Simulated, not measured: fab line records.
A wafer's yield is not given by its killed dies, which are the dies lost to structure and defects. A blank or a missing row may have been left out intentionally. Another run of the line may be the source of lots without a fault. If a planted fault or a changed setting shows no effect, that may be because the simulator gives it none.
fab line records | flow n5-finfet
[record] lots = 5 wafers = 13 last-day = 17
route steps=1938 shown BEOL_M7@1323 BEOL_M8@1332 PASSIVATION@1936
lots with no fault: from the same line, run without faults
start-h: hours from the record's first day to the start of the lot's first wafer shown | wait-h: hours since the lot's step before | " as in the row above | L1.1+2: a single row standing in for several wafers | - no value present, or no start provided | * or withheld: withheld | < > ~ a bound
route shown NAME@n: a module of which the file shows steps, and the number in the route of the first | usual: mean/standard deviation of fault-free wafers | same: alike in all rows | chamber/n: place in a boat | sites: readings site by site | _std_site: the standard deviation of these | _edge_site: mean of outer sites minus mean of inner sites | radius-mm: how far each site lies from the wafer's centre | mask NAME#n: copy n | behind: tool/chamber where the wafer was last shaped | hold: what put the lot on hold/how long, in hours/how the hold closed | device: transistor that didn't switch, given as n, p or np | end of line: the same wafers' tests at the end of the route | where a step has no rows: the recipe by itself | killed: count of dies lost to structure and defects at first sort (not the wafer's yield) | map: dies across one wafer; x = killed, . = not, _ = none there
set.NAME: setting as actually run; set.NAME@STEP: the setting as run at that earlier step | model.NAME: the simulator's own value behind a step, which no gauge read
certain route steps with their lots: each step a table, each wafer a row
services: the hour from which a tool's chamber was out of use, counted from the record's first day as start-h (under 0 if before that day), plus the number of hours and why
[[steps]]
[step N5_BEOL_M7_SPUTTER_48]
[recipe] material = Cu target-thk-a = 100 temp-c = -20 bias-v = 60 power-w = 26000 chamber-pressure-pa = 0.13 time-s = 1.667
[step N5_BEOL_M7_ECD_50]
[recipe] material = Cu target-thk-a = 3000
[step N5_BEOL_M7_ANNEAL_51]
[recipe] temp-c = 225 time-s = 90 ambient = N2
[step N5_BEOL_M7_CMP_52]
[recipe] stop-on = SiCOH_lowk t-overpolish-s = 6.9 down-force-psi = 1 platen-rpm = 50 clearing-platen-down-force-psi = 1.5 clearing-platen-rpm = 50 post-cmp-clean = cu-alkaline target-thk-nm = 80 clearing-platen-pad-velocity-m-s = 0.99484 pad-velocity-m-s = 0.99484
[step N5_BEOL_M7_PRE_CLEAN_55]
[recipe] gas = NH3 time-s = 15 temp-c = withheld rf-power-w = 300
[step N5_BEOL_M7_DEP_56]
[recipe] material = SiCN target-thk-a = 100 temp-c = withheld precursor = 3MS/NH3 pressure-torr = 3 rf-w = 202 time-s = 17.5
[step N5_BEOL_M8_ILD_DEP_00]
[recipe] material = SiCOH_lowk target-thk-a = 1797.5 temp-c = 300 precursor = DEMS/porogen pressure-torr = 5 rf-w = 500 time-s = 33.4
[step N5_BEOL_M8_CURE_74]
[recipe] temp-c = 385 time-s = 240 ambient = He/Ar material = SiCOH_lowk
[step N5_BEOL_M8_PECVD_70]
[recipe] material = SiO2 target-thk-a = 200 temp-c = 400 precursor = TEOS/O2 pressure-torr = 5.5 rf-w = 450 teos-flow-sccm = 53.8 gas = O2 flow-sccm = 3000 time-s = 22.7
[usual] heater-power-w = 729/77 showerhead-plenum-p-Torr = 8.76/0.047 susceptor-temp-C = 400.02/0.22 throttle-valve-pct = 22.5/1.1
// columns lot.wafer tool chamber start-h wait-h heater-power-w showerhead-plenum-p-Torr susceptor-temp-C throttle-valve-pct model.SiO2_of_BEOL_M8_PECVD_70.thk-nm
L644.3 pecvd-03 1 228.30 0.1 797 8.79 400.21 23.0 20.2
L644.4 " 0 " " 731 8.77 399.68 22.5 20
L644.6 " 1 " " 783 8.80 400.35 22.8 21.8
L645.4 pecvd-03 1 238.69 0.1 725 8.81 399.93 22.8 19.8
L645.5 " 2 " " 751 8.70 399.90 20.8 22
L647.4 pecvd-03 0 255.37 0.1 682 8.77 399.88 22.4 20
L647.5 " 1 " " 779 8.80 400.04 22.7 21.4
L657.3 pecvd-01 1 323.21 0.0 717 8.75 400.23 24.1 20.4
L657.4 " 2 " " 702 8.79 399.85 23.2 20.2
L657.5 " 1 " " 719 8.75 400.33 24.1 20.8
L656.2 pecvd-03 0 323.35 0.0 616 8.78 400.20 22.7 19.6
L656.3 " 2 " " 733 8.72 399.79 20.9 19.8
L656.5 " 2 " " 742 8.71 400.04 21.0 20.2
[step N5_BEOL_M8_HM_DEP_02]
[recipe] material = TiN target-thk-a = 200 temp-c = 25 chamber-pressure-pa = 0.49996
[step N5_BEOL_M8_COAT_59]
[recipe] resist = SOC temp-c = 250 time-s = 60 spin-rpm = 1500 resist-thk-nm = 100
[step N5_BEOL_M8_COAT_60]
[recipe] resist = SiARC temp-c = 220 time-s = 60 spin-rpm = 1500 resist-thk-nm = 35
[step N5_BEOL_M8_COAT_05]
[recipe] resist = CAR-ArF spin-rpm = 1500 resist-thk-nm = 90
[step N5_BEOL_M8_EBR_07]
[recipe] solvent = PGMEA ebr-width-mm = 1.5
[step N5_BEOL_M8_SOFTBAKE_06]
[recipe] temp-c = 110 time-s = 60 resist = CAR-ArF
[step N5_BEOL_M8_EXPOSE_08]
[recipe] mask-id = M8 na = 1.35 source-shape = dipole sigma-inner = 0.817 sigma-outer = 0.97 polarization = te dose-mj = 68.25
[step N5_BEOL_M8_PEB_09]
[recipe] peb-temp-c = withheld peb-time-s = 60 resist = CAR-ArF
[step N5_BEOL_M8_DEVELOP_10]
[recipe] develop-time-s = 30 developer = TMAH resist = CAR-ArF rinse-liquid = diw dry = air-spin dev-temp-c = 23
[step N5_BEOL_M8_DESCUM_16]
[recipe] chemistry = O2 time-s = 7.9 source-power-w = 50 bias-power-w = 20 pressure-mtorr = 20 rf-frequency-hz = 2.712e+07 temp-c = 40 resist = CAR-ArF o2-flow-sccm = 225
[step N5_BEOL_M8_ETCH_61]
[recipe] chemistry = CF4 target = SiARC target-depth-a = 455 mask-material = CAR-ArF time-s = 75.8 ion-energy-ev = 80 pressure-mtorr = 40 source-w = 545 bias-w = 36 Ar_flow_sccm = 100 cf4-flow-sccm = 100 ends = cleared
[step N5_BEOL_M8_ETCH_62]
[recipe] chemistry = N2/H2 target = SOC target-depth-a = 1100 overetch-a = 220 mask-material = SiARC temp-c = 40 time-s = 165 ion-energy-ev = 200 pressure-mtorr = 30 source-w = 840 bias-w = 150 n2-flow-sccm = 200 h2-flow-sccm = 200
[step N5_BEOL_M8_STRIP_68]
[recipe] chemistry = N2/H2 temp-c = 40 n2-flow-sccm = 200 h2-flow-sccm = 200 rf-frequency-hz = 6e+07
[step N5_BEOL_M8_STRIP_67]
[recipe] chemistry = CF4 resist = SiARC power-w = 300 bias-power-w = 75 pressure-mtorr = 50 cf4-flow-sccm = 150 rf-frequency-hz = 6e+07
[step N5_BEOL_M8_HM_OPEN_17]
[recipe] chemistry = Cl2/BCl3 target-depth-a = 200 overetch-a = 60 target = TiN mask-material = SOC ion-energy-ev = 150 pressure-mtorr = 10 icp-w = 1000 bias-w = 126 Cl2_flow_sccm = 53.25 bcl3-flow-sccm = 21.75 Ar_flow_sccm = 25
[step N5_BEOL_M8_STRIP_19]
[recipe] chemistry = O2 power-w = 400 temp-c = 40 pressure-mtorr = 30 rf-frequency-hz = 6e+07 bias-power-w = 0 overash-fraction = 0.2 o2-flow-sccm = 225
[step N5_BEOL_M8_COAT_63]
[recipe] resist = SOC temp-c = 250 time-s = 60 spin-rpm = 1500 resist-thk-nm = 60
[step N5_BEOL_M8_COAT_64]
[recipe] resist = SiARC temp-c = 220 time-s = 60 spin-rpm = 1500 resist-thk-nm = 12
[step N5_BEOL_M8_COAT_71]
[recipe] resist = underlayer temp-c = 205 time-s = 60 spin-rpm = 1500 resist-thk-nm = 5
[step N5_BEOL_M8_COAT_22]
[recipe] resist = CAR-EUV spin-rpm = 1500 resist-thk-nm = 30
[step N5_BEOL_M8_EBR_24]
[recipe] solvent = PGMEA ebr-width-mm = 1.5
[step N5_BEOL_M8_SOFTBAKE_23]
[recipe] temp-c = 110 time-s = 60 resist = CAR-EUV
[step N5_BEOL_M8_EXPOSE_25]
[recipe] mask-id = V7 na = 0.33 source-shape = annular sigma-inner = 0.4 sigma-outer = 0.8 polarization = unpolarized target-cd-nm = 40 dose-mj = 42.5
[step N5_BEOL_M8_PEB_26]
[recipe] peb-temp-c = 100 peb-time-s = 60 resist = CAR-EUV
[step N5_BEOL_M8_DEVELOP_27]
[recipe] develop-time-s = 30 developer = TMAH resist = CAR-EUV rinse-liquid = surfactant-rinse dry = air-spin dev-temp-c = 23
[step N5_BEOL_M8_HM_STRIP_39]
[recipe] chemistry = peroxide-tin-strip material = TiN target-depth-a = 250 temp-c = 50 time-s = 158
// columns lot.wafer tool chamber start-h wait-h model.SiO2_of_BEOL_M8_PECVD_70.thk-nm
L644.3 wet-bench-01 2 233.80 0.0 20
L644.4 " 7 " " 19.8
L644.6 " 0 " " 21.6
L645.4 wet-bench-06 4 243.62 0.0 19.6
L645.5 " 1 " " 21.8
L647.4 wet-bench-04 4 259.52 0.0 19.8
L647.5 " 6 " " 21.2
L657.3+4 wet-bench-01 1,0 328.81 0.0 20.2
L657.5 " 7 " " 20.6
L656.2 wet-bench-04 0 330.11 0.0 19.4
L656.3 " 3 " " 19.6
L656.5 " 1 " " 20
[step N5_PASSIVATION_PROBE_49]
[usual] defect-limited-yield = 91.5/1.3 killed_at_M0_to_M3 = 36/10 killed_at_M4_up = 13/4.7 killed-at-contacts = 13/6.7 killed-at-front-end = 37/9.7 killed-at-other = 2.6/2.3 killed-dies = 101/15 killed-open = 67/12 killed-short = 32/6.7 sort_bin_5_function = 5.0/0.89 sort_bin_6_memory = 3.2/0.63 sort_bin_8_speed = 0.01/0.03 sort-n-pass = 1079/16 sort-yield-pct = 91.4/1.4
[same] gross-dies = 1180 killed-at-back-side = 0 sort_bin_4_leakage[%] = 0
// columns lot.wafer tool chamber start-h wait-h defect-limited-yield[%] killed_at_M0_to_M3 killed_at_M4_up killed-at-contacts killed-at-front-end killed-at-other killed-dies killed-open killed-short sort_bin_5_function[%] sort_bin_6_memory[%] sort_bin_8_speed[%] sort-n-pass sort-yield-pct[%]
L647.5 prober-02 - 336.02 0.2 91.4 26 13 8 54 1 102 70 27 3.9 4.0 0 1078 91.4
// killed by level:class
L647.5 STI_FIN_REVEAL:geometric-particle:open=15 FIN_SAQP:geometric-particle:open=9 FIN_SAQP:geometric-particle:short=8 BEOL_M5:geometric-particle:open=8 MOL_CONTACT_COAG:geometric-particle:open=7 BEOL_M1:geometric-particle:open=6 BEOL_M2:geometric-particle:open=5 STI_FIN_REVEAL:geometric-particle:short=4
[[services]]
// columns tool chamber start-h hours kind
pecvd-01 2 205.07 5.5 scheduled-down
pecvd-03 1 235.50 1.9 repair
wet-bench-06 - 275.69 7.7 repair
wet-bench-06 - 290.22 1.8 repair
pecvd-01 1 304.55 2.1 scheduled-down
pecvd-01 0 313.97 2.1 scheduled-down
[[key]]
first-sign none at tools or gauges
[model-effect] step = N5_BEOL_M8_PECVD_70 value = SiO2_of_BEOL_M8_PECVD_70.thk-nm without = 20.13 struck = 21.73
[model-effect] step = N5_BEOL_M8_HM_STRIP_39 value = SiO2_of_BEOL_M8_PECVD_70.thk-nm without = 19.93 struck = 21.53
met-at N5_BEOL_M8_PECVD_70
struck-wafers L644.6,L645.5,L647.5
[fault] kind = process-parameter-drift tool = pecvd-03 chamber = - onset-h = 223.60 steps = N5_BEOL_M8_PECVD_70 channel = time-s offset = * shape = step end-h = 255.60 scope = struck-wafers-only acts-in = * stated = *
